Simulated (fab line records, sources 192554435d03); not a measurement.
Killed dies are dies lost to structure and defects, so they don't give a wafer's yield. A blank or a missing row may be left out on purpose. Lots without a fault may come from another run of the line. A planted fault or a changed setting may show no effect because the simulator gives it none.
Which tool did it? | flow n5_finfet | 9 lots, 27 wafers sampled, at 6 steps of a route of 1938

WHAT THE GAUGES READ, wafer by wafer
N5_BEOL_M3_THK_MEAS_01. Usual: M3_ILD_THK 78.9 nm, standard deviation 0.98.
lot  | measured     | on            | M3_ILD_THK (nm) | flag
L935 | day 7 05:26  | film_metro-02 | 78.2 78.9 79.0  |
L934 | day 7 06:56  | film_metro-01 | 78.4 78.1 79.5  |
L938 | day 8 01:10  | film_metro-02 | 78.9 78.4 79.9  |
L941 | day 9 01:46  | film_metro-01 | 77.9 79.3 79.5  |
L942 | day 9 05:11  | film_metro-01 | 78.6 77.5 79.8  |
L945 | day 9 16:04  | film_metro-01 | 76.7 76.9 78.8  |
L951 | day 10 21:04 | film_metro-01 | 78.3 79.2 79.7  |
L949 | day 10 21:20 | film_metro-02 | 79.5 78.7 80.3  |
L950 | day 10 22:50 | film_metro-01 | 78.2 79.5 78.5  |

N5_BEOL_M3_INSPECT_13: inspects for defects (brightfield). Usual: raw_defect_count 384, standard deviation 80.
lot  | measured     | on                | raw_defect_count | flag
L935 | day 7 06:27  | defect_inspect-02 | 430 394 406      |
L934 | day 7 10:32  | defect_inspect-01 | 420 339 436      |
L938 | day 8 02:58  | defect_inspect-02 | 447 375 521      |
L941 | day 9 05:54  | defect_inspect-02 | 408 439 400      |
L942 | day 9 05:56  | defect_inspect-02 | 304 334 348      |
L945 | day 9 18:12  | defect_inspect-02 | 363 365 362      |
L951 | day 10 22:28 | defect_inspect-02 | 432 321 330      |
L949 | day 10 22:43 | defect_inspect-02 | 590 1632 366     | OFF
L950 | day 11 01:46 | defect_inspect-02 | 365 1445 511     | OFF

N5_BEOL_M4_RC_MEAS_101. Usual: DIBL_N 36.5 mV/V, standard deviation 1.7; DIBL_P 36.3 mV/V, standard deviation 2.1; IOFF_N 0.16 nA/um, standard deviation 0.036; IOFF_P 0.21 nA/um, standard deviation 0.037; ION_N 676 uA/um, standard deviation 12; ION_P 462 uA/um, standard deviation 7.6; SS_N 71.5 mV/dec, standard deviation 0.68; SS_P 73.3 mV/dec, standard deviation 0.63; VT_N 249 mV, standard deviation 3.5; VT_P -250 mV, standard deviation 3.5.
lot  | measured     | on        | DIBL_N (mV/V)  | DIBL_P (mV/V)  | IOFF_N (nA/um) | IOFF_P (nA/um) | ION_N (uA/um) | ION_P (uA/um) | SS_N (mV/dec)  | SS_P (mV/dec)  | VT_N (mV)   | VT_P (mV)      | flag
L935 | day 8 16:08  | prober-02 | 37.9 37.5 36.5 | 37.5 37.1 36.5 | 0.20 0.21 0.18 | 0.24 0.24 0.22 | 697 696 685   | 470 476 471   | 71.8 71.3 71.8 | 73.1 73.3 72.8 | 243 242 245 | -249 -247 -247 |
L934 | day 8 08:06  | prober-01 | 36.5 37.3 37.0 | 36.5 37.2 36.9 | 0.18 0.20 0.19 | 0.22 0.23 0.22 | 682 687 685   | 472 463 466   | 71.6 72.3 72.0 | 73.3 73.7 73.5 | 248 247 244 | -248 -250 -248 |
L938 | day 9 01:47  | prober-01 | 36.3 34.4 34.7 | 33.9 33.5 33.9 | 0.14 0.12 0.13 | 0.18 0.17 0.18 | 665 663 664   | 453 453 450   | 71.0 69.8 70.3 | 72.9 73.0 72.3 | 254 252 253 | -248 -250 -249 |
L941 | day 10 03:45 | prober-01 | 32.8 34.0 37.2 | 33.4 34.9 39.0 | 0.11 0.12 0.18 | 0.17 0.19 0.26 | 650 660 685   | 461 457 469   | 70.6 70.8 71.6 | 72.6 72.3 73.8 | 258 252 248 | -251 -252 -244 |
L942 | day 10 12:07 | prober-01 | 32.2 34.2 36.4 | 31.4 33.7 36.5 | 0.11 0.13 0.17 | 0.16 0.19 0.23 | 670 657 683   | 459 451 465   | 69.9 69.8 71.2 | 72.1 73.2 74.2 | 254 250 249 | -251 -253 -249 |
L945 | day 11 06:54 | prober-01 | 35.1 39.3 36.9 | 33.4 38.0 36.1 | 0.11 0.19 0.15 | 0.14 0.20 0.18 | 662 684 673   | 449 454 459   | 71.0 72.7 71.5 | 72.6 73.4 73.1 | 252 247 248 | -256 -254 -255 |
L951 | day 11 16:50 | prober-01 | 37.6 35.3 39.6 | 38.6 35.9 40.3 | 0.18 0.13 0.23 | 0.22 0.19 0.25 | 681 667 682   | 467 459 463   | 72.4 71.0 72.1 | 73.6 73.3 74.1 | 248 253 244 | -250 -251 -247 |
L949 | day 12 00:33 | prober-02 | 36.0 34.1 35.2 | 36.6 34.7 36.3 | 0.15 0.13 0.15 | 0.21 0.19 0.21 | 667 677 675   | 456 466 466   | 72.2 71.1 71.9 | 73.3 73.0 73.5 | 252 251 251 | -250 -250 -250 |
L950 | day 11 19:54 | prober-01 | 36.5 33.6 35.1 | 37.1 34.0 36.0 | 0.16 0.13 0.14 | 0.22 0.18 0.21 | 674 667 667   | 461 460 461   | 71.1 70.8 71.1 | 73.9 73.0 73.9 | 252 252 253 | -251 -254 -249 |

WHICH TOOL RAN EACH LOT (tool, then ch and the chambers of the sampled wafers, then the start)
lot  | N5_BEOL_M2_PRE_CLEAN_60          | N5_BEOL_M3_ILD_DEP_00          | N5_BEOL_M3_ETCH_74
L935 | cvd_co-02 ch 0,1,2, day 7 05:05  | pecvd-02 ch 0,1,2, day 7 05:22 | rie_diel-05 ch 1,2,3, day 7 06:31
L934 | cvd_co-02 ch 1,2, day 7 06:35    | pecvd-01 ch 0,2, day 7 06:52   | rie_diel-05 ch 1,2,3, day 7 10:37
L938 | cvd_co-02 ch 0,1, day 8 00:49    | pecvd-02 ch 0,1,2, day 8 01:05 | rie_diel-05 ch 0,3, day 8 03:02
L941 | cvd_co-02 ch 1,2, day 9 01:24    | pecvd-03 ch 1,2, day 9 01:41   | rie_diel-05 ch 1,3, day 9 05:58
L942 | cvd_co-02 ch 0,1, day 9 04:49    | pecvd-02 ch 0,2, day 9 05:07   | rie_diel-04 ch 0,1, day 9 06:12
L945 | cvd_co-02 ch 0,1,2, day 9 15:43  | pecvd-01 ch 0,1,2, day 9 16:00 | rie_diel-04 ch 0,1,2, day 9 18:16
L951 | cvd_co-01 ch 0,1,2, day 10 20:43 | pecvd-03 ch 1,2, day 10 20:59  | rie_diel-05 ch 0,1,3, day 10 22:32
L949 | cvd_co-01 ch 0,2, day 10 20:59   | pecvd-03 ch 1,2, day 10 21:16  | rie_diel-01 ch 1,2,3, day 10 22:47
L950 | cvd_co-02 ch 0,1, day 10 22:29   | pecvd-03 ch 1,2, day 10 22:47  | rie_diel-04 ch 1,2, day 11 01:50
- N5_BEOL_M2_PRE_CLEAN_60: time 15 s.
- N5_BEOL_M3_ILD_DEP_00: deposits SiOC from DEMS/O2, target thk 79 nm, time 15.3 s.
- N5_BEOL_M3_ETCH_74: etches underlayer in N2/H2, target depth 6.5 nm, time 5.2 s.

WHAT THE TOOLS THEMSELVES READ (means of the sampled wafers that have a number; where no wafer has one, the mark that the record gives instead)
N5_BEOL_M2_PRE_CLEAN_60. Usual: heater_power_w 81 W, standard deviation 11.
lot  | tool      | heater_power_w (W) | flag
L935 | cvd_co-02 | 82                 |
L934 | cvd_co-02 | 87                 |
L938 | cvd_co-02 | 73                 |
L941 | cvd_co-02 | 92                 |
L942 | cvd_co-02 | 73                 |
L945 | cvd_co-02 | 83                 |
L951 | cvd_co-01 | 78                 |
L949 | cvd_co-01 | 85                 |
L950 | cvd_co-02 | 79                 |

N5_BEOL_M3_ILD_DEP_00. Usual: heater_power_w 447 W, standard deviation 74; showerhead_plenum_p_Torr 5.697 Torr, standard deviation 0.013; throttle_valve_pct 12.2 %, standard deviation 0.57.
lot  | tool     | heater_power_w (W) | showerhead_plenum_p_Torr (Torr) | throttle_valve_pct (%) | flag
L935 | pecvd-02 | 505                | 5.709                           | 11.9                   |
L934 | pecvd-01 | 521                | 5.682                           | 12.3                   |
L938 | pecvd-02 | 471                | 5.708                           | 12.1                   |
L941 | pecvd-03 | 426                | 5.691                           | 12.0                   |
L942 | pecvd-02 | 501                | 5.702                           | 11.9                   |
L945 | pecvd-01 | 509                | 5.693                           | 12.1                   |
L951 | pecvd-03 | 402                | 5.695                           | 11.8                   |
L949 | pecvd-03 | 394                | 5.698                           | 12.1                   |
L950 | pecvd-03 | 403                | 5.696                           | 12.0                   |

N5_BEOL_M3_ETCH_74. Usual: bias_w 150.0 W, standard deviation 0.47; drypump_motor_current_A 5.8 A, standard deviation 0.41; etch_rf_on_time_s 5.17 s, standard deviation 0.13; oes_product_au 0.69 a.u., standard deviation 0.054; rf_vpp_V 524.5 V, standard deviation 2.9; showerhead_plenum_p_Torr 2.56 Torr, standard deviation 0.089; throttle_valve_pct 17.79 %, standard deviation 0.19.
lot  | tool        | bias_w (W) | drypump_motor_current_A (A) | etch_rf_on_time_s (s) | oes_product_au (a.u.) | rf_vpp_V (V) | showerhead_plenum_p_Torr (Torr) | throttle_valve_pct (%) | flag
L935 | rie_diel-05 | 150.2      | 5.9                         | 5.14                  | 0.66                  | 524.6        | 2.55                            | 17.96                  |
L934 | rie_diel-05 | 150.0      | 5.9                         | 5.19                  | 0.67                  | 523.0        | 2.55                            | 17.94                  |
L938 | rie_diel-05 | 150.1      | 6.1                         | 5.25                  | 0.68                  | 525.5        | 2.62                            | 17.90                  |
L941 | rie_diel-05 | 149.9      | 6.2                         | 5.11                  | 0.63                  | 524.7        | 2.56                            | 17.91                  |
L942 | rie_diel-04 | 149.8      | 5.6                         | 5.00                  | 0.70                  | 526.3        | 2.63                            | 17.79                  |
L945 | rie_diel-04 | 150.2      | 5.5                         | 5.01                  | 0.71                  | 526.6        | 2.63                            | 17.63                  |
L951 | rie_diel-05 | 150.4      | 6.1                         | 5.25                  | 0.67                  | 524.5        | 2.55                            | 17.90                  |
L949 | rie_diel-01 | 150.1      | 5.8                         | 5.21                  | 0.67                  | 522.2        | 2.48                            | 17.76                  |
L950 | rie_diel-04 | 149.8      | 5.7                         | 5.13                  | 0.74                  | 527.8        | 2.69                            | 17.55                  |

THE ANSWER, worked out from the rows above alone
Rule: a lot is off if the mean of its wafers that have a number lies more than 3 standard deviations from the usual mean. A lot without any number at a reading at which 4 lots or more have one is off too. The other lots that the step has rows for count as sound. The gauges are gone through in route order, then the tools' own readings, and for those a lot's mean is taken as printed above. The first step at which some lot is off is used, and at that step the reading that is off furthest; a lot without a number counts as furthest.
Off: L949, L950, at N5_BEOL_M3_INSPECT_13 (raw_defect_count).
A tool fits if, at a process step before that reading, it ran every lot that is off, and no sound lot after the first of them. The gauges at N5_BEOL_M3_INSPECT_13 are tried like those tools. Can't be told from this: 2 tools fit, pecvd-03 at N5_BEOL_M3_ILD_DEP_00, defect_inspect-02 at N5_BEOL_M3_INSPECT_13.

WHAT THE SIMULATOR HAD PUT IN
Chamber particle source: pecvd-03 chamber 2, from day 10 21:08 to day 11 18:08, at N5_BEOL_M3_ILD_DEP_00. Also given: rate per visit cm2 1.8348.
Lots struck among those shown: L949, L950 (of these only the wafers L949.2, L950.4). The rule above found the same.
